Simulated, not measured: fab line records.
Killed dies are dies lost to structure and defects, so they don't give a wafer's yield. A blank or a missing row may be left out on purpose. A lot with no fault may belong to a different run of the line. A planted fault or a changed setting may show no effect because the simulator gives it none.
Problem report in the 8D (eight disciplines) form, filled by code    flow n5-finfet    the parts of the form that need people (team, actions taken, sign-off) are left out

1. PROBLEM STATEMENT
exposure-dose-mJ-cm2 at N5_BEOL_M5_EXPOSE_25 reads a mean of 52.09 on 6 wafers of 2 lots; wafers without a fault read 52.68 with a standard deviation of 0.056. That is -11 standard deviations from the usual mean.
The step: exposes mask V4, defocus 10 nm.
Earliest sighting: wafer L212.1 on euv-scanner-01 at day 9 06:03. The record holds 29 wafers of 11 lots with a number at this step. Rule for "out", or "out of limits": more than 4 standard deviations from the usual mean. The other wafers with a number count as sound.

2. WHAT IT IS AND WHAT IT IS NOT
question                     is                      is not
which readings at this step  exposure-dose-mJ-cm2    -
which lots                   L212, L215              L208, L209, L217, L218, L219, L226, L227, L229, L230
which wafers of those lots   all that have a number  -
read on which tools          euv-scanner-01          euv-scanner-02
when                         from day 9 06:03        up to then (6 sound wafers); but 17 sound wafers of L217, L218, L219, L226, L227, L229, L230 came after

3. SUSPECTS, AND WHAT RULES EACH OUT
Counting: any tool at a process step up to the reading is kept as a suspect provided that every lot that is out went through it and no sound lot did after the first of them.
- rie-diel-05 at N5_BEOL_M5_ETCH_72 (etches underlayer in N2/H2, target depth 6.5 nm, time 5.2 s): ruled out as a lasting fault. The sound lots L217, L219 went through it after L212, its earliest lot that is out (day 9 04:38).
- euv-scanner-01 at N5_BEOL_M5_EXPOSE_25 (exposes mask V4, defocus 10 nm): kept. Every lot that is out went through it, starting with L212 (day 9 06:03), and after that it ran no sound lot; the last sound lot it ran before then is L209 (day 8 10:07). Out on those wafers are its own readings of exposure-dose-mJ-cm2.
After counting, what remains is euv-scanner-01 at N5_BEOL_M5_EXPOSE_25.

4. THE CAUSE (what the simulator had put in)
Drift in process parameters on euv-scanner-01 at N5_BEOL_M5_EXPOSE_25, starting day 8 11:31. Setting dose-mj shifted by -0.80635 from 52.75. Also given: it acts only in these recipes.
This tool alone remained once counting was done.

5. THE CHAIN OF EFFECTS, in route order
Each row: a reading where the mean over the struck wafers with a number is more than 3 standard deviations away from the usual. Only readings whose record carries a usual standard deviation are examined. hours: median over the lots of the time between each lot's start at the first step of this table that gives one and its start at this step. sigmas: the change, counted in usual standard deviations.
hours  step                  reading               usual  on struck wafers  change  sigmas
0      N5_BEOL_M5_EXPOSE_25  exposure-dose-mJ-cm2  52.68  52.09             -0.59   -11
The process steps in it:
- N5_BEOL_M5_EXPOSE_25: exposes mask V4, defocus 10 nm.
Later measuring or inspecting steps at which every struck wafer that the step has a row for has a number for every such reading, and none has moved that far: N5_BEOL_M5_CD_MEAS_28.

6. WHAT WOULD HAVE CAUGHT IT SOONER
First out-of-limits reading in this record: day 9 06:03, which is 19 hours after fault onset at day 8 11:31.
